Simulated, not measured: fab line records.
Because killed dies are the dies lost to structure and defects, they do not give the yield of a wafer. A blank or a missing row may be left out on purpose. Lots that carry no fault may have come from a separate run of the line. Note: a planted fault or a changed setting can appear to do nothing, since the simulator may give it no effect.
The tool behind it: which one?	flow n5-finfet	72 wafers from 24 lots sampled at 5 of the route's 1938 steps

WHAT THE GAUGES READ, wafer by wafer
N5_BEOL_M15_OVL_MEAS_29.
lot	measured	on	M15_OVL (nm)
L074	day 12 03:25	overlay-02	7 6 -3
L075	day 12 14:56	overlay-01	0 5 2
L076	day 12 15:16	overlay-01	-1 -1 -4
L079	day 12 18:10	overlay-02	5 8 4
L078	day 12 19:37	overlay-01	6 9 0
L077	day 12 23:32	overlay-02	-11 -5 -14
L080	day 13 18:22	overlay-01	4 0 5
L083	day 13 19:17	overlay-01	-3 -1 -8
L081	day 14 00:14	overlay-01	-5 -3 0
L082	day 14 00:30	overlay-02	1 6 -8
L084	day 14 05:36	overlay-01	3 -2 1
L085	day 14 15:49	overlay-02	9 1 5
L087	day 15 09:30	overlay-01	-2 3 -3
L086	day 15 12:49	overlay-01	-6 -8 -12
L089	day 15 17:10	overlay-02	-1 -5 -1
L088	day 16 02:31	overlay-01	4 -6 -4
L091	day 16 03:04	overlay-01	0 -9 3
L090	day 16 03:14	overlay-01	7 -3 1
L093	day 16 10:24	overlay-02	-1 -4 -7
L092	day 16 22:58	overlay-01	7 2 -1
L094	day 17 10:34	overlay-01	-5 -3 1
L095	day 17 13:53	overlay-01	-1 -3 0
L096	day 17 20:18	overlay-02	-10 -5 -3
L097	day 18 01:18	overlay-02	8 -1 -5

N5_BEOL_M15_INSPECT_30: inspects for defects (macro).
lot	measured	on	raw-defect-count
L074	day 12 03:26	defect-inspect-01	1 0 1
L075	day 12 14:57	defect-inspect-01	0 3 2
L076	day 12 15:17	defect-inspect-02	4 3 2
L079	day 12 18:12	defect-inspect-02	1 0 2
L078	day 12 19:38	defect-inspect-02	2 0 2
L077	day 12 23:34	defect-inspect-02	1 1 1
L080	day 13 18:23	defect-inspect-01	4 0 2
L083	day 13 19:19	defect-inspect-02	2 3 1
L081	day 14 00:16	defect-inspect-02	0 2 2
L082	day 14 00:31	defect-inspect-02	2 3 4
L084	day 14 05:37	defect-inspect-01	2 3 1
L085	day 14 15:50	defect-inspect-01	2 4 0
L087	day 15 09:31	defect-inspect-01	1 5 0
L086	day 15 12:50	defect-inspect-02	1 3 3
L089	day 15 17:11	defect-inspect-01	2 0 1
L088	day 16 02:32	defect-inspect-02	3 2 0
L091	day 16 03:05	defect-inspect-01	3 0 2
L090	day 16 03:15	defect-inspect-02	0 1 2
L093	day 16 10:25	defect-inspect-01	3 3 3
L092	day 16 22:59	defect-inspect-02	2 4 1
L094	day 17 10:35	defect-inspect-02	2 3 2
L095	day 17 13:55	defect-inspect-02	2 3 2
L096	day 17 20:19	defect-inspect-01	0 2 2
L097	day 18 01:19	defect-inspect-01	1 2 1

N5_PASSIVATION_CD_MEAS_10 targets a cd of 3000 nm.
lot	measured	on	cd-nm (nm)
L074	day 12 17:05	cd-sem-02	3000.8 3002.4 3001.7
L075	day 13 07:48	cd-sem-03	3001.0 3001.7 3000.8
L076	day 13 07:58	cd-sem-01	3004.0 2998.7 3003.1
L079	day 13 08:53	cd-sem-03	2996.4 2997.0 2996.9
L078	day 13 09:08	cd-sem-02	2994.1 2999.8 3001.0
L077	day 13 13:53	cd-sem-01	2998.6 2999.6 2999.2
L080	day 14 02:52	cd-sem-01	3000.9 3002.2 2998.6
L083	day 14 04:44	cd-sem-03	2999.2 2997.8 2998.9
L081	day 14 11:20	cd-sem-02	2995.7 3000.1 3000.7
L082	day 14 11:29	cd-sem-03	2997.2 2999.1 2997.7
L084	day 14 15:19	cd-sem-03	2998.7 2999.0 3000.0
L085	day 15 05:05	cd-sem-02	3003.7 3004.5 3003.4
L087	day 15 21:10	cd-sem-03	3002.3 2998.4 3000.5
L086	day 15 21:26	cd-sem-03	2999.8 3001.2 2999.2
L089	day 16 01:43	cd-sem-02	3004.9 3003.1 2997.7
L088	day 16 19:09	cd-sem-01	3002.8 3002.9 3000.4
L091	day 16 19:19	cd-sem-03	3000.4 3004.3 3005.4
L090	day 16 18:33	cd-sem-03	2999.2 2997.5 3000.0
L093	day 16 18:59	cd-sem-02	3002.3 2998.7 3003.6
L092	day 17 08:57	cd-sem-03	2999.2 3000.3 3000.2
L094	day 17 20:28	cd-sem-02	3001.4 2998.7 3000.2
L095	day 18 02:52	cd-sem-01	3003.5 3001.0 3001.6
L096	day 18 09:53	cd-sem-01	3000.6 3000.1 3000.8
L097	day 18 14:46	cd-sem-02	2994.4 3000.0 3000.0

WHAT TOOL EACH LOT RAN ON (gives the tool, then ch and the chambers of the sampled wafers, and finally the start)
lot	N5_BEOL_M15_STRIP_36	N5_MIM_TOP_ALD_01
L074	rie-diel-05 ch 0,1, day 12 04:44	ald-hk-02 ch 1,2, day 12 17:05 or earlier
L075	rie-diel-02 ch 0,1,3, day 12 17:04	ald-hk-02 ch 0,1,2, day 13 07:48 or earlier
L076	rie-diel-05 ch 0,2, day 12 18:17	ald-hk-01 ch 0,1,2, day 13 07:58 or earlier
L079	rie-diel-04 ch 1,2,3, day 12 18:53	ald-hk-01 ch 1,2,3, day 13 08:53 or earlier
L078	rie-diel-04 ch 0,1, day 12 21:08	ald-hk-03 ch 1,2, day 13 09:08 or earlier
L077	rie-diel-04 ch 0,1,3, day 13 04:40	ald-hk-02 ch 1,2, day 13 13:53 or earlier
L080	rie-diel-04 ch 0,3, day 13 19:28	ald-hk-01 ch 0,1,2, day 14 02:52 or earlier
L083	rie-diel-04 ch 1,2,3, day 13 19:46	ald-hk-03 ch 0,1,2, day 14 04:44 or earlier
L081	rie-diel-05 ch 0,1,2, day 14 02:37	ald-hk-01 ch 0,2, day 14 11:20 or earlier
L082	rie-diel-05 ch 1,2, day 14 02:54	ald-hk-02 ch 1,2,3, day 14 11:29 or earlier
L084	rie-diel-04 ch 2,3, day 14 06:39	ald-hk-02 ch 0,3, day 14 15:19 or earlier
L085	rie-diel-02 ch 0,1, day 14 20:46	ald-hk-01 ch 1,2,3, day 15 05:05 or earlier
L087	rie-diel-02 ch 0,1,3, day 15 11:49	ald-hk-02 ch 0,3, day 15 21:10 or earlier
L086	rie-diel-05 ch 0,1,2, day 15 13:15	ald-hk-03 ch 0,1,3, day 15 21:26 or earlier
L089	rie-diel-04 ch 0,1,2, day 15 17:41	ald-hk-01 ch 0,1, day 16 01:43 or earlier
L088	rie-diel-05 ch 0,2,3, day 16 06:36	ald-hk-03 ch 0,2, day 16 19:09 or earlier
L091	rie-diel-05 ch 1,2,3, day 16 07:20	ald-hk-01 ch 0,1, day 16 19:19 or earlier
L090	rie-diel-04 ch 1,2, day 16 07:18	ald-hk-01 ch 0,3, day 16 18:33 or earlier
L093	rie-diel-04 ch 0,1,2, day 16 10:46	ald-hk-02 ch 0,1,2, day 16 18:59 or earlier
L092	rie-diel-02 ch 0,1,2, day 17 00:01	ald-hk-01 ch 0,3, day 17 08:57 or earlier
L094	rie-diel-04 ch 2,3, day 17 11:23	ald-hk-02 ch 0,2,3, day 17 20:28 or earlier
L095	rie-diel-02 ch 1,3, day 17 15:38	ald-hk-03 ch 0,1,3, day 18 02:52 or earlier
L096	rie-diel-02 ch 2,3, day 17 21:07	ald-hk-01 ch 2,3, day 18 09:53 or earlier
L097	rie-diel-05 ch 0,2,3, day 18 03:47	ald-hk-02 ch 1,2,3, day 18 14:46 or earlier
- N5_BEOL_M15_STRIP_36: strips in O2.
- N5_MIM_TOP_ALD_01: deposits HfO2, target thk 5.6 nm, pulse time 1 s, purge time 3 s.

AS READ BY THE TOOLS THEMSELVES (means over the sampled wafers that have a number; for cases with no such wafer, the mark the record gives instead)
N5_BEOL_M15_STRIP_36.
lot	tool	drypump-motor-current-A (A)	oes-product-au (a.u.)	rf-vpp-V (V)	showerhead-plenum-p-Torr (Torr)	throttle-valve-pct (%)
L074	rie-diel-05	5.8	0.73	3.9	2.12	16.83
L075	rie-diel-02	5.2	0.83	4.0	2.17	16.50
L076	rie-diel-05	6.0	0.75	4.1	2.15	16.86
L079	rie-diel-04	5.8	0.84	4.5	2.08	16.59
L078	rie-diel-04	5.5	0.82	3.9	2.06	16.49
L077	rie-diel-04	5.7	0.81	2.9	2.08	16.58
L080	rie-diel-04	5.8	0.79	4.0	2.10	16.66
L083	rie-diel-04	5.8	0.84	2.4	2.08	16.60
L081	rie-diel-05	5.8	0.75	3.2	2.13	16.83
L082	rie-diel-05	5.6	0.75	3.3	2.11	16.76
L084	rie-diel-04	5.9	0.82	3.4	2.11	16.67
L085	rie-diel-02	5.0	0.87	3.8	2.15	16.31
L087	rie-diel-02	5.2	0.80	3.5	2.17	16.53
L086	rie-diel-05	5.8	0.75	3.3	2.13	16.83
L089	rie-diel-04	5.9	0.78	4.3	2.08	16.64
L088	rie-diel-05	5.8	0.79	4.5	2.11	16.78
L091	rie-diel-05	5.6	0.79	3.7	2.10	16.71
L090	rie-diel-04	5.7	0.83	3.8	2.05	16.52
L093	rie-diel-04	5.9	0.78	2.7	2.08	16.67
L092	rie-diel-02	5.3	0.81	2.5	2.14	16.46
L094	rie-diel-04	5.9	0.78	4.0	2.10	16.73
L095	rie-diel-02	5.0	0.80	2.8	2.12	16.56
L096	rie-diel-02	5.4	0.69	3.8	2.11	16.80
L097	rie-diel-05	5.8	0.78	3.9	2.11	16.79

N5_MIM_TOP_ALD_01.
lot	tool	precursor-pulse-height-rel
L074	ald-hk-02	1.000
L075	ald-hk-02	0.994
L076	ald-hk-01	1.021
L079	ald-hk-01	0.998
L078	ald-hk-03	0.999
L077	ald-hk-02	0.999
L080	ald-hk-01	0.998
L083	ald-hk-03	0.991
L081	ald-hk-01	1.021
L082	ald-hk-02	1.004
L084	ald-hk-02	0.993
L085	ald-hk-01	1.017
L087	ald-hk-02	1.021
L086	ald-hk-03	1.010
L089	ald-hk-01	1.024
L088	ald-hk-03	1.001
L091	ald-hk-01	0.996
L090	ald-hk-01	1.006
L093	ald-hk-02	1.001
L092	ald-hk-01	0.983
L094	ald-hk-02	0.999
L095	ald-hk-03	1.003
L096	ald-hk-01	1.010
L097	ald-hk-02	1.023

THE ANSWER, worked out from the rows above alone
Rule: usual is defined by the lots themselves. The widest of any qualifying gaps counts: lots, ordered by their means at a reading, are off when they make up no more than a third of the lots, leave a main group of 4 or more, and stand apart from it by 3 or more times the standard deviation of that group's means. The tables above print the reading to a certain number of digits; a main group whose means all agree to those digits is not used. A lot without any number at a reading at which 4 lots or more have one is off too. The other lots that the step has rows for count as sound. First the gauges in route order, then the tools' own readings, where a lot's mean is used as printed above. The first step at which some lot is off is used, and at that step the reading that is off furthest; a lot without a number counts as furthest.
None of the lots is off at any reading shown; this tells nothing.

WHAT HAD BEEN PUT IN BY THE SIMULATOR
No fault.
